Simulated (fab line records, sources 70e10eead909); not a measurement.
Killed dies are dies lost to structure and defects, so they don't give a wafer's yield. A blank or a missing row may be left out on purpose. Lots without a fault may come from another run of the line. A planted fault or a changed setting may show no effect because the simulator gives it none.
fab line records | flow nand_harc | part 2 of 2: steps 5 to 6 of 6
record lots=22 wafers=66 last_day=24
route steps=1159 shown A_CHANNEL_FILL_D1@506 A_STAIRCASE@533
lots that met no fault: from a run of the same line without faults
start_h: hours from the record's first day to the start of the lot's first wafer shown | wait_h: hours since the lot's step before | " the same as in the row above | L1.1+2: a row that stands for several wafers | - no value, or no start given | * or withheld: withheld | < > ~ a bound
route shown NAME@n: a module of which the file shows steps, and the number in the route of the first | usual: mean/standard deviation of fault-free wafers | same: alike in all rows | chamber/n: place in a boat | sites: the reading at each site | _std_site: their standard deviation | _edge_site: outer sites' mean less inner sites' | radius_mm: how far each site lies from the wafer's centre | mask NAME#n: copy n | behind: the tool/chamber that last shaped the wafer | hold: why the lot was held/for how many hours/how that ended | device: the transistor (n, p or np) that didn't switch | end of line: the same wafers' tests at the end of the route | a step without rows: its recipe alone | killed: dies lost to structure and defects at the first sort, not the wafer's yield | map: a wafer's dies, x killed, . not, _ none there
set.NAME: the setting as run; set.NAME@STEP: as run at that earlier step | model.NAME: the simulator's own value behind a step, which no gauge read
steps of the route over a sample of lots; a table a step, a row a wafer
services: from which hour (start_h, from the record's first day; less than 0 if before it) a tool's chamber was out of use, for how many hours, and why
## steps
# step NHARC_A_STAIRCASE_TRIM_187
# recipe time_s=211.2 o2_flow_sccm=500 ar_flow_sccm=0 bias_w=0 chemistry=O2
# usual drypump_motor_current_A=5.5/0.55 mfc_ar_sccm=0.011/0.013 oes_product_au=1.000/0.0068 rf_vpp_V=57.8/0.85 showerhead_plenum_p_Torr=3.53/0.14 throttle_valve_pct=17.036/0.0086
# columns lot.wafer tool chamber start_h wait_h drypump_motor_current_A mfc_ar_sccm oes_product_au rf_hours_counter_h rf_vpp_V showerhead_plenum_p_Torr throttle_valve_pct
L075.1 rie_diel-09 3 237.15 0.1 5.5 0 0.993 52 58.5 3.28 17.039
L075.3 " 0 " " 5.1 0.013 1.000 56 56.4 3.54 17.040
L075.4 " 2 " " 4.9 0 1.004 54 58.2 3.51 17.040
L074.1 rie_diel-11 0 242.84 0.1 6.0 0 0.994 17 57.2 3.62 17.042
L074.3 " 1 " " 6.2 0.040 1.005 16 58.6 3.66 17.022
L074.2 " 2 " " 5.8 0.026 0.990 14 57.4 3.52 17.044
L076.3 rie_diel-09 0 251.02 0.2 5.1 0.013 0.995 63 56.9 3.53 17.035
L076.5 " 1 " " 4.9 0 1.001 - 58.0 3.49 17.047
L076.6 " 2 " " 4.9 0 0.997 - 56.9 3.50 17.038
L077.2 rie_diel-08 3 251.38 0.2 5.5 0.016 0.996 44 56.6 3.42 17.034
L077.6 " 2 " " 5.3 0 1.000 - 58.5 3.78 17.045
L077.5 " 3 " " 5.4 0.016 0.996 - 57.0 3.42 17.029
L079.2 rie_diel-08 2 261.42 0.1 5.3 0 0.985 51 60.1 3.78 17.027
L079.4 " 3 " " 5.5 0.016 0.999 47 59.1 3.42 17.038
L079.3 " 0 " " 6.2 0.006 0.996 47 57.8 3.66 17.032
L081.4 rie_diel-09 1 278.32 0.1 4.9 0 1.004 5 58.2 3.49 17.040
L081.1 " 2 " " 4.9 0 1.004 6 58.1 3.50 17.033
L081.2 " 3 " " 5.5 0 0.991 5 57.5 3.80 17.034
L080.3 rie_diel-09 1 278.86 0.1 4.9 0 0.991 6 57.4 3.49 17.041
L080.2 " 3 " " 5.5 0 0.986 6 58.3 3.80 17.048
L080.4 " 0 " " 5.1 0.013 1.009 5 57.5 3.53 17.036
L082.3 rie_diel-09 3 285.24 0.1 5.5 0 0.980 9 57.2 3.80 17.040
L082.2 " 0 " " 5.1 0.013 1.002 7 57.6 3.53 17.032
L082.4 " 1 " " 4.9 0 1.005 8 57.2 3.49 17.031
L083.2 rie_diel-09 3 292.70 0.1 5.5 0 0.993 13 57.8 3.80 17.035
L083.4 " 0 " " 5.1 0.013 0.999 12 57.6 3.52 17.025
L083.1 " 1 " " 4.9 0 1.004 11 57.4 3.49 17.038
L084.2 rie_diel-09 1 300.81 0.1 4.9 0 1.004 15 57.7 3.48 17.052
L084.4 " 0 " " 5.0 0.013 0.987 14 57.7 3.52 17.043
L084.5 " 2 " " 4.9 0 0.995 - 57.5 3.49 17.036
L085.3 rie_diel-11 0 317.58 0.1 6.0 0 1.014 42 57.0 3.60 17.022
L085.1 " 1 " " 6.2 0.040 1.007 39 57.7 3.65 17.030
L085.6 " 3 " " 6.5 0.031 1.012 - 56.2 3.31 17.030
L087.4 rie_diel-09 3 317.70 0.1 5.5 0 1.012 22 59.5 3.80 17.024
L087.2 " 0 " " 5.0 0.013 1.002 19 56.4 3.52 17.044
L087.1 " 1 " " 4.9 0 1.002 20 58.7 3.48 17.032
L086.4 rie_diel-11 0 317.93 0.1 6.0 0 0.999 42 58.8 3.60 17.052
L086.3 " 2 " " 5.8 0.026 0.997 42 58.6 3.50 17.054
L086.6 " 3 " " 6.5 0.031 0.995 - 58.2 3.31 17.048
L089.3 rie_diel-09 0 324.35 0.1 5.0 0.013 1.006 23 56.1 3.52 17.034
L089.4 " 1 " " 4.9 0 1.004 24 57.5 3.48 17.038
L089.2 " 3 " " 5.5 0 0.995 26 58.2 3.79 17.035
L090.3 rie_diel-11 0 325.51 0.1 6.0 0 0.998 47 58.3 3.60 17.021
L090.5 " 0 " " 6.0 0 1.000 - 58.4 3.60 17.026
L090.6 " 1 " " 6.2 0.040 1.005 - 57.1 3.65 17.037
L093.3 rie_diel-09 0 344.37 0.2 5.0 0.013 0.999 31 56.7 3.51 17.023
L093.4 " 1 " " 4.9 0 1.010 - 57.9 3.47 17.038
L093.5 " 0 " " 5.1 0.013 1.000 - 56.7 3.51 17.036
L092.2 rie_diel-11 2 349.47 0.1 5.8 0.026 0.998 55 56.9 3.50 17.030
L092.1 " 3 " " 6.5 0.031 1.004 55 57.0 3.30 17.043
L092.6 " 1 " " 6.1 0.040 1.009 - 60.0 3.64 17.044
L091.4 rie_diel-11 0 351.46 0.1 6.0 0 0.993 57 58.0 3.59 17.036
L091.3 " 2 " " 5.8 0.026 1.002 56 57.3 3.50 17.022
L091.5 " 0 " " 6.0 0 1.000 - 57.8 3.59 17.041
L094.3 rie_diel-11 2 354.85 0.1 5.8 0.026 0.989 56 57.7 3.50 17.032
L094.4 " 0 " " 6.0 0 1.000 58 58.9 3.59 17.042
L094.6 " 2 " " 5.8 0.026 1.001 - 59.1 3.50 17.028
L095.4 rie_diel-08 0 361.54 0.1 6.2 0.006 1.009 19 57.8 3.64 17.028
L095.1 " 2 " " 5.3 0 1.004 22 58.8 3.76 17.029
L095.6 " 1 " " 5.6 0.025 1.015 - 57.3 3.30 17.033
L096.4 rie_diel-08 3 362.38 0.2 5.5 0.016 1.003 18 56.7 3.40 17.040
L096.3 " 1 " " 5.6 0.025 0.995 18 56.3 3.30 17.022
L096.1 " 2 " " 5.4 0 0.992 23 58.4 3.76 17.028
L097.4 rie_diel-09 1 367.54 0.1 4.9 0 0.994 42 57.3 3.47 17.043
L097.3 " 2 " " 4.9 0 0.995 30 57.8 3.49 17.041
L097.1 " 0 " " 5.1 0.013 0.996 40 58.4 3.51 17.057
# step NHARC_A_STAIRCASE_TRIM_189
# recipe time_s=211.2 o2_flow_sccm=500 ar_flow_sccm=0 bias_w=0 chemistry=O2
# usual drypump_motor_current_A=5.5/0.53 mfc_ar_sccm=0.012/0.014 oes_product_au=0.999/0.0068 rf_vpp_V=57.7/0.92 showerhead_plenum_p_Torr=3.54/0.14 throttle_valve_pct=17.037/0.0092
# columns lot.wafer tool chamber start_h wait_h drypump_motor_current_A mfc_ar_sccm oes_product_au rf_hours_counter_h rf_vpp_V showerhead_plenum_p_Torr throttle_valve_pct
L075.4 rie_diel-09 1 - - 4.9 0 1.003 58 56.9 3.50 17.035
L075.3 " 2 " " 4.9 0 0.998 55 58.6 3.51 17.037
L075.1 " 3 " " 5.5 0 0.991 52 56.9 3.28 17.028
L074.2 rie_diel-11 3 - - 6.5 0.031 1.007 15 57.9 3.32 17.030
L074.1 " 0 " " 6.0 0 0.995 17 56.4 3.62 17.035
L074.3 " 1 " " 6.2 0.040 0.995 16 59.3 3.66 17.020
L076.3 rie_diel-09 2 - - 4.9 0 1.000 60 58.5 3.50 17.048
L076.5 " 3 " " 5.5 0 1.004 - 57.3 3.28 17.038
L076.6 " 0 " " 5.1 0.013 1.016 - 57.4 3.53 17.035
L077.2 rie_diel-08 3 - - 5.5 0.016 0.993 44 57.7 3.42 17.042
L077.6 " 1 " " 5.6 0.025 1.011 - 58.1 3.32 17.035
L077.5 " 2 " " 5.3 0 1.005 - 58.3 3.78 17.021
L079.3 rie_diel-08 2 - - 5.3 0 0.999 51 60.4 3.78 17.029
L079.4 " 3 " " 5.5 0.016 0.996 48 57.3 3.42 17.030
L079.2 " 0 " " 6.2 0.006 1.002 47 57.3 3.66 17.044
L081.2 rie_diel-09 1 - - 4.9 0 1.004 5 57.6 3.49 17.035
L081.1 " 2 " " 4.9 0 0.996 6 57.9 3.50 17.055
L081.4 " 3 " " 5.5 0 1.001 6 58.2 3.80 17.037
L080.4 rie_diel-09 1 - - 4.9 0 0.995 6 56.8 3.49 17.047
L080.2 " 2 " " 4.9 0 0.995 7 59.1 3.50 17.029
L080.3 " 3 " " 5.5 0 0.994 6 58.1 3.80 17.035
L082.3 rie_diel-09 0 - - 5.0 0.013 1.000 7 57.9 3.53 17.042
L082.4 " 2 " " 4.9 0 1.000 10 56.3 3.50 17.023
L082.2 " 3 " " 5.6 0 0.993 9 58.4 3.80 17.026
L083.2 rie_diel-09 0 - - 5.1 0.013 1.008 12 58.3 3.52 17.027
L083.4 " 1 " " 4.9 0 1.008 11 57.9 3.49 17.039
L083.1 " 2 " " 4.9 0 0.996 13 58.7 3.50 17.041
L084.2 rie_diel-09 3 - - 5.6 0 1.001 16 60.5 3.80 17.055
L084.4 " 0 " " 5.1 0.013 1.003 14 56.9 3.52 17.040
L084.5 " 2 " " 4.9 0 0.997 - 58.1 3.49 17.022
L085.1 rie_diel-11 2 - - 5.9 0.026 0.994 42 57.6 3.51 17.034
L085.3 " 0 " " 6.0 0 1.008 42 57.7 3.60 17.045
L085.6 " 1 " " 6.2 0.040 1.001 - 57.7 3.65 17.029
L087.1 rie_diel-09 3 - - 5.5 0 0.996 22 59.0 3.80 17.045
L087.2 " 0 " " 5.1 0.013 0.997 19 58.5 3.52 17.043
L087.4 " 1 " " 4.9 0 0.993 20 57.3 3.48 17.044
L086.4 rie_diel-11 1 - - 6.2 0.040 1.007 39 57.9 3.65 17.035
L086.3 " 0 " " 6.0 0 0.997 42 56.9 3.60 17.034
L086.6 " 1 " " 6.2 0.040 0.997 - 58.6 3.65 17.021
L089.3 rie_diel-09 1 - - 4.9 0 0.989 24 57.1 3.48 17.035
L089.4 " 2 " " 4.9 0 0.996 27 55.5 3.49 17.028
L089.2 " 0 " " 5.1 0.013 1.002 23 57.4 3.52 17.040
L090.3 rie_diel-11 2 - - 5.9 0.026 0.998 47 58.4 3.50 17.042
L090.5 " 1 " " 6.2 0.040 1.004 - 58.4 3.65 17.008
L090.6 " 2 " " 5.9 0.026 0.984 - 58.3 3.50 17.040
L093.3 rie_diel-09 3 - - 5.5 0 1.001 34 57.6 3.79 17.024
L093.5 " 1 " " 4.9 0 1.005 - 56.7 3.47 17.028
L093.4 " 0 " " 5.1 0.013 0.997 - 57.4 3.51 17.014
L092.1 rie_diel-11 0 - - 6.0 0 0.997 56 57.6 3.59 17.049
L092.2 " 1 " " 6.2 0.040 0.999 53 57.5 3.64 17.031
L092.6 " 0 " " 6.0 0 0.987 - 59.2 3.59 17.041
L091.4 rie_diel-11 0 - - 6.0 0 0.997 57 58.3 3.59 17.036
L091.3 " 2 " " 5.8 0.026 1.013 56 55.9 3.50 17.032
L091.5 " 0 " " 6.0 0 1.004 - 56.4 3.59 17.044
L094.4 rie_diel-11 2 - - 5.9 0.026 0.981 57 58.0 3.50 17.032
L094.3 " 3 " " 6.5 0.031 0.998 57 57.2 3.30 17.029
L094.6 " 1 " " 6.2 0.040 1.008 - 58.8 3.64 17.025
L095.4 rie_diel-08 0 - - 6.2 0.006 1.001 19 57.5 3.64 17.039
L095.1 " 3 " " 5.5 0.016 1.004 18 59.6 3.40 17.033
L095.6 " 1 " " 5.6 0.025 0.997 - 57.1 3.30 17.031
L096.3 rie_diel-08 2 - - 5.3 0 0.992 23 60.3 3.76 17.047
L096.1 " 0 " " 6.2 0.006 1.000 20 58.6 3.64 17.029
L096.4 " 1 " " 5.6 0.025 1.001 18 57.2 3.30 17.033
L097.3 rie_diel-09 1 - - 4.9 0 1.003 42 56.8 3.47 17.036
L097.1 " 2 " " 4.9 0 1.006 30 57.6 3.49 17.040
L097.4 " 3 " " 5.5 0 0.999 43 60.2 3.78 17.038
## services
# columns tool chamber start_h hours kind
rie_diel-09 0 210.02 - clean
rie_diel-09 1 210.02 - clean
rie_diel-09 2 210.02 - clean
rie_diel-09 3 210.02 - clean
rie_diel-08 0 229.99 1.4 repair
rie_diel-09 0 234.55 - clean
rie_diel-09 1 234.55 - clean
rie_diel-09 2 234.55 - clean
rie_diel-09 3 234.55 - clean
rie_diel-09 - 254.10 9.0 pm
rie_diel-09 0 254.10 9.0 vent_cycle
rie_diel-09 1 254.10 9.0 vent_cycle
rie_diel-09 2 254.10 9.0 vent_cycle
rie_diel-09 3 254.10 9.0 vent_cycle
rie_diel-09 0 263.10 - clean
rie_diel-09 1 263.10 - clean
rie_diel-09 1 263.10 - consumable_replace:focus_ring
plasma_asher-01 - 276.00 9.0 pm
rie_diel-08 - 302.28 9.0 pm
rie_diel-08 0 341.33 3.9 repair
rie_diel-08 1 343.02 7.6 repair
rie_diel-08 3 343.92 6.9 repair
plasma_asher-02 - 360.35 9.0 pm
rie_diel-11 - 366.51 9.0 pm
